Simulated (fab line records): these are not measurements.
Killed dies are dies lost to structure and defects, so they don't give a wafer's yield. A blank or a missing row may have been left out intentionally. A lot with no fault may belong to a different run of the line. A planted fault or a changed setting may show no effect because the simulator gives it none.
fab line records    flow n5_finfet
[record] lots = 7  wafers = 21  last_day = 16
route steps=1938 shown HKMG_FIN@415
lots that met no fault: from a run of the same line without faults
start_h: hours from the record's opening day to when the first of the lot's shown wafers began    wait_h: hours since the lot's step before    " the same as in the row above    L1.1+2: several wafers, shown together as one row    - no value, or no start given    * or withheld: withheld    < > ~ a bound
route shown NAME@n: NAME is a module with steps in the file, n the number in the route of the first one    usual: mean/standard deviation of fault-free wafers    same: alike in all rows    chamber/n: place in a boat    sites: each site's reading    _std_site: how widely they spread, as a standard deviation    _edge_site: outer sites' mean less inner sites'    radius_mm: how far each site lies from the wafer's centre    mask NAME#n: copy n    behind: the last tool/chamber to shape the wafer    hold: the reason the lot was held/the length of the hold in hours/how it ended    device: transistor that didn't switch, given as n, p or np    end of line: tests of these same wafers at the route's end    a step with no rows: only its recipe    killed: dies lost to structure and defects at the first sort, not the wafer's yield    map: a wafer's dies, marking killed ones x, the rest . and places with no die _
set.NAME: the setting the step ran with; set.NAME@STEP: the setting that earlier step ran with    model.NAME: the simulator's own value behind a step, which no gauge read
a table for each step, a row for each wafer; lots at some steps of the route
services: from which hour (start_h, from the record's first day; less than 0 if before it) a tool's chamber was out of use, for how many hours, and why
[[steps]]
[step N5_HKMG_FIN_PRECLEAN_64]
[recipe] chemistry = dHF  time_s = 30  temp_c = 25  dilution = withheld
[step N5_HKMG_FIN_WET_ETCH_65]
[recipe] chemistry = TMAH  temp_c = 70  conc_wt_pct = 5  target = a-Si  stop_on = TiN  time_s = 49  target_depth_nm = 3
[step N5_HKMG_FIN_WET_ETCH_81]
[recipe] chemistry = SC1  target = TiN  stop_on = HfO2  mix = 1:1:5  temp_c = 60  time_s = 57  target_depth_nm = 6
[step N5_HKMG_FIN_WET_ETCH_82]
[recipe] chemistry = dHCl  mix = 1:10000  temp_c = 25  target = La2O3  stop_on = HfO2  target_depth_nm = 2  dry = ipa_marangoni  rinse_time_s = 30  rinse_temp_c = 23
[step N5_HKMG_FIN_ALD_36]
[recipe] material = TiN  target_thk_a = 10  temp_c = 400  ald_precursor_family = TiCl4  ald_co_reactant = NH3  pulse_time_s = 1  purge_time_s = 3  co_reactant_purge_time_s = 2  co_reactant_pulse_time_s = 2  ald_cycles = 47  pressure_torr = 3
[usual] heater_power_w = 921/120  precursor_pulse_height_rel = 0.999/0.02
lot.wafer  tool          chamber  start_h  wait_h  heater_power_w  precursor_pulse_height_rel
L621.1     ald_metal-04  1        89.08    0.0     832             0.997
L621.3     "             0        "        "       863             1.061
L621.6     "             3        "        "       894             0.996
L623.2     ald_metal-04  1        99.41    0.0     833             1.024
L623.4     "             2        "        "       757             0.957
L623.6     "             0        "        "       865             1.043
L624.1     ald_metal-04  0        104.96   0.0     870             0.985
L624.2     "             1        "        "       829             1.002
L624.5     "             3        "        "       905             0.996
L625.2     ald_metal-01  1        110.08   0.0     826             0.990
L625.5     "             1        "        "       844             0.961
L625.6     "             2        "        "       911             1.016
L631.3     ald_metal-04  2        146.41   0.0     747             1.003
L631.4     "             0        "        "       850             1.007
L631.5     "             1        "        "       829             0.975
L635.3     ald_metal-02  3        169.70   0.0     1165            0.977
L635.5     "             2        "        "       1105            1.004
L635.6     "             3        "        "       1193            0.993
L639.2     ald_metal-02  1        194.91   0.0     871             1.006
L639.5     "             0        "        "       1028            0.973
L639.6     "             3        "        "       1173            1.010
[step N5_HKMG_FIN_THK_MEAS_70]
[recipe] thk_meas_gauge = xrf  reads = HfO2_of_HKMG_FIN_HK_ALD_01
[usual] HK_THK = 1.582/0.017
lot.wafer  tool           chamber  start_h  wait_h  HK_THK[nm]
L621.1     film_metro-01  -        89.36    0.2     1.597
L621.3     "              -        "        "       1.572
L621.6     "              -        "        "       1.585
L623.2     film_metro-01  -        99.70    0.2     1.576
L623.4     "              -        "        "       1.585
L623.6     "              -        "        "       1.601
L624.1     film_metro-02  -        105.24   0.2     1.557
L624.2     "              -        "        "       1.585
L624.5     "              -        "        "       1.577
L625.2     film_metro-02  -        110.36   0.2     1.562
L625.5     "              -        "        "       1.610
L625.6     "              -        "        "       1.580
L631.3     film_metro-02  -        146.69   0.2     1.590
L631.4     "              -        "        "       1.555
L631.5     "              -        "        "       1.608
L635.3     film_metro-02  -        169.98   0.2     1.598
L635.5     "              -        "        "       1.600
L635.6     "              -        "        "       1.563
L639.2     film_metro-01  -        195.19   0.2     1.579
L639.5     "              -        "        "       1.570
L639.6     "              -        "        "       1.573
[step N5_HKMG_FIN_PWFM_ALD_03]
[recipe] material = TiN  target_thk_a = 20  temp_c = 400  ald_precursor_family = TiCl4  ald_co_reactant = NH3  pulse_time_s = 1  purge_time_s = 3  co_reactant_purge_time_s = 2  co_reactant_pulse_time_s = 2  ald_cycles = 91  pressure_torr = 3
[usual] heater_power_w = 928/120  precursor_pulse_height_rel = 1.000/0.02
lot.wafer  tool          chamber  start_h  wait_h  heater_power_w  precursor_pulse_height_rel
L621.1     ald_metal-01  0        89.40    0.0     860             0.970
L621.3     "             3        "        "       931             0.993
L621.6     "             0        "        "       865             1.027
L623.2     ald_metal-01  2        99.73    0.0     896             0.982
L623.4     "             1        "        "       870             1.003
L623.6     "             3        "        "       977             1.026
L624.1     ald_metal-02  0        105.28   0.0     1051            0.989
L624.2     "             2        "        "       1085            0.994
L624.5     "             0        "        "       1057            0.975
L625.2     ald_metal-04  1        110.39   0.0     822             0.960
L625.5     "             3        "        "       906             0.992
L625.6     "             0        "        "       868             0.975
L631.3     ald_metal-01  2        146.73   0.0     902             0.995
L631.4     "             0        "        "       849             1.020
L631.5     "             3        "        "       947             1.015
L635.3     ald_metal-04  1        170.02   0.0     827             0.993
L635.5     "             3        "        "       894             1.000
L635.6     "             0        "        "       849             0.987
L639.2     ald_metal-04  3        195.23   0.0     883             1.003
L639.5     "             0        "        "       853             0.980
L639.6     "             1        "        "       796             0.985
[step N5_HKMG_FIN_COAT_29]
[recipe] resist = SOC  temp_c = 250  time_s = 60  spin_rpm = 1500  resist_thk_nm = 300
[step N5_HKMG_FIN_COAT_30]
[recipe] resist = SiARC  temp_c = 220  time_s = 60  spin_rpm = 1500  resist_thk_nm = 35
[step N5_HKMG_FIN_COAT_06]
[recipe] resist = CAR-ArF  spin_rpm = 1500  resist_thk_nm = 90
[step N5_HKMG_FIN_EBR_08]
[recipe] solvent = PGMEA  ebr_width_mm = 1.5
[step N5_HKMG_FIN_SOFTBAKE_07]
[recipe] temp_c = 110  time_s = 60  resist = CAR-ArF
[step N5_HKMG_FIN_EXPOSE_09]
[recipe] mask_id = NWFM  na = 1.35  source_shape = conventional  sigma_outer = 0.8  polarization = unpolarized  dose_mj = 39.25
[usual] exposure_dose_mJ_cm2 = 39.23/0.039  focus_offset_nm = 0.1/0.59  sigma_outer = 0.8/0
lot.wafer  tool             chamber  start_h  wait_h  mask    exposure_dose_mJ_cm2  focus_offset_nm  sigma_outer
L621.1     arfi_scanner-01  0        90.11    -       NWFM#0  39.22                 1.1              0.8
L621.3     "                0        "        "       NWFM#0  39.16                 -0.4             0.8
L621.6     "                0        "        "       NWFM#0  39.23                 0.2              0.8
L623.2     arfi_scanner-01  -        100.45   -       NWFM#0  -                     -                -
L623.4     "                -        "        "       NWFM#0  -                     -                -
L623.6     "                -        "        "       NWFM#0  -                     -                -
L624.1     arfi_scanner-02  -        105.99   -       NWFM#0  -                     -                -
L624.2     "                -        "        "       NWFM#0  -                     -                -
L624.5     "                -        "        "       NWFM#0  -                     -                -
L625.2     arfi_scanner-01  -        111.11   -       NWFM#0  -                     -                -
L625.5     "                -        "        "       NWFM#0  -                     -                -
L625.6     "                -        "        "       NWFM#0  -                     -                -
L631.3     arfi_scanner-01  0        147.33   -       NWFM#0  39.21                 0.1              0.8
L631.4     "                0        "        "       NWFM#0  39.21                 0.8              0.8
L631.5     "                0        "        "       NWFM#0  39.23                 0.7              0.8
L635.3     arfi_scanner-02  0        170.74   -       NWFM#0  39.19                 0.4              0.8
L635.5     "                0        "        "       NWFM#0  39.14                 0.2              0.8
L635.6     "                0        "        "       NWFM#0  39.13                 -0.3             0.8
L639.2     arfi_scanner-02  0        195.95   -       NWFM#0  39.22                 1.1              0.8
L639.5     "                0        "        "       NWFM#0  39.23                 1.5              0.8
L639.6     "                0        "        "       NWFM#0  39.19                 1.2              0.8
[step N5_HKMG_FIN_PEB_10]
[recipe] peb_temp_c = withheld  peb_time_s = 60  resist = CAR-ArF
[[services]]
tool             chamber  start_h  hours  kind
arfi_scanner-02  0        65.91    -      calibration
arfi_scanner-01  -        71.81    1.3    pm
arfi_scanner-02  -        77.01    0.8    pm
arfi_scanner-01  -        90.61    8.0    pm
arfi_scanner-02  -        91.52    1.2    repair
arfi_scanner-02  -        107.74   1.0    pm
ald_metal-02     -        113.13   2.8    pm
arfi_scanner-01  -        113.50   3.9    pm
ald_metal-04     3        119.15   3.5    repair
arfi_scanner-02  -        121.41   1.8    repair
arfi_scanner-01  -        124.34   1.0    pm
ald_metal-01     3        130.16   13.0   repair
ald_metal-02     -        144.38   0.7    repair
ald_metal-02     2        156.52   9.5    repair
arfi_scanner-02  -        164.85   1.3    pm
ald_metal-01     -        168.85   0.6    repair
ald_metal-01     2        178.30   7.8    repair
ald_metal-04     2        180.31   24.7   repair
arfi_scanner-01  -        187.90   0.2    repair
arfi_scanner-01  0        194.60   -      calibration
[[key]]
[first_sign] step = N5_HKMG_FIN_EXPOSE_09  reading = tool_record  direction = missing
effect none on later readings
met_at N5_HKMG_FIN_EXPOSE_09
struck_wafers L623.2,L623.4,L623.6,L624.1,L624.2,L624.5,L625.2,L625.5,L625.6
later_rows_left_out L623.2,L623.4,L623.6,L624.1,L624.2,L624.5,L625.2,L625.5,L625.6
sort_left_out L623.2,L623.4,L623.6,L624.1,L624.2,L624.5,L625.2,L625.5,L625.6
onset_between 90.11 100.45
[fault] kind = skipped_step_whole  tool = arfi_scanner-01,arfi_scanner-02  chamber = -  onset_h = 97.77  steps = N5_HKMG_FIN_EXPOSE_09  scope = struck_lots_only
// sort_left_out: the simulated sort isn't trusted on such a fault, so these wafers' sort isn't shown, and their yield isn't known
// later_rows_left_out: the simulator's readings of these wafers behind a module that went badly wrong aren't trusted and aren't shown, but for the sort
